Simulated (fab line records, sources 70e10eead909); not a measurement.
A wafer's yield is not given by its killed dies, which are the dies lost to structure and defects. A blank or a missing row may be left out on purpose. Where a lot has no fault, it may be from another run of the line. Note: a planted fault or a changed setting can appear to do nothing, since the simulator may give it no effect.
Struck lot and sound lot, side by side || flow nand harc || 14 out of 1302 route steps
Sound: wafers L737.1, L737.3, L737.6. Struck: wafers L754.2, L754.3, L754.5. The cause comes at the end.
For every step that has rows: the tool of each side, followed by ch and its chambers, followed by its first start. Under that, the readings that differ: sound wafers || struck wafers || difference of the means || sigmas: that difference in standard deviations of wafers without a fault.
alike: readings with means less than 2 such deviations apart, plus words and numbers identical on both sides. not compared: withheld readings, readings lacking a value on some wafer, bounds such as >300 that could conceal the same value, and numbers that have no deviation in the record and whose values overlap.
The two part at a step that has a row with sigmas, a row that says differs or no value, or rows on one side only. Numbers that don't overlap but have no deviation are shown without sigmas and don't part them. A reading missing from all wafers of one side parts the sides only when that side holds two or more wafers.

first, 1 step without rows for these wafers: NHARC_A_ONON_D1_DEP_12 (target thk 1000 nm).
NHARC_A_ONON_D1_THK_MEAS_14: measures by ellipsometry.
  sound on film metro-01, day 8 08:50; struck on film metro-01, day 15 07:42
{"reading": "thk nm (nm)", "sound": "1023 1025 1023", "struck": "998 998 998", "difference": -26, "sigmas": -2}
then, 2 steps without rows for these wafers: NHARC_A_ONON_D1_ANNEAL_15 (time 3600 s); NHARC_A_ONON_D1_DEP_16 (target thk 1000 nm).
NHARC_A_ONON_D1_THK_MEAS_18: measures by ellipsometry.
  sound on film metro-02, day 8 17:34; struck on film metro-02, day 15 15:49
{"reading": "thk nm (nm)", "sound": "990 989 991", "struck": "1015 1013 1014", "difference": "+24", "sigmas": "+3"}
next comes 1 step that has no rows for these wafers: NHARC_A_ONON_D1_DEP_19 (target thickness 1000 nm).
NHARC_A_ONON_D1_THK_MEAS_21: measures by ellipsometry.
  sound on film metro-01, day 8 18:10; struck on film metro-02, day 15 16:23
{"reading": "thk nm (nm)", "sound": "985 986 983", "struck": "1002 1003 1003", "difference": "+18", "sigmas": "+2"}
next comes 1 step that has no rows for these wafers: NHARC_A_ONON_D1_DEP_22 (target thickness 1000 nm).
NHARC_A_ONON_D1_THK_MEAS_24: measures by ellipsometry.
  sound on film metro-01, day 8 18:44; struck on film metro-02, day 15 16:57
  alike: thk nm
next comes 1 step that has no rows for these wafers: NHARC_A_ONON_D1_DEP_25 (target thickness 1000 nm).
NHARC_A_ONON_D1_THK_MEAS_27: measures by ellipsometry.
  sound on film metro-02, day 8 19:18; struck on film metro-02, day 15 17:31
  alike: thk nm
NHARC_A_ONON_D1_DEP_28: target thk 1000 nm.
  sound on pecvd onon-04 ch 0, day 8 19:21; struck on pecvd onon-02 ch 0, day 15 17:38
  alike: nh3 flow sccm, sih4 flow sccm
NHARC_A_ONON_D1_THK_MEAS_30: measures by ellipsometry.
  sound on film metro-02, day 8 19:52; struck on film metro-02, day 15 18:16
{"reading": "thk nm (nm)", "sound": "990 989 992", "struck": "558 558 558", "difference": -432, "sigmas": -62}
  not compared: hold
NHARC_END_SORT_01:
  the record has rows for the sound wafers here (prober-01 ch 0, day 25 10:56) and none for the struck ones

== WHERE THEY PART ==
At NHARC_A_ONON_D1_THK_MEAS_14 first; at NHARC_END_SORT_01 last (within this record only).

WHY: what had been put in by the simulator
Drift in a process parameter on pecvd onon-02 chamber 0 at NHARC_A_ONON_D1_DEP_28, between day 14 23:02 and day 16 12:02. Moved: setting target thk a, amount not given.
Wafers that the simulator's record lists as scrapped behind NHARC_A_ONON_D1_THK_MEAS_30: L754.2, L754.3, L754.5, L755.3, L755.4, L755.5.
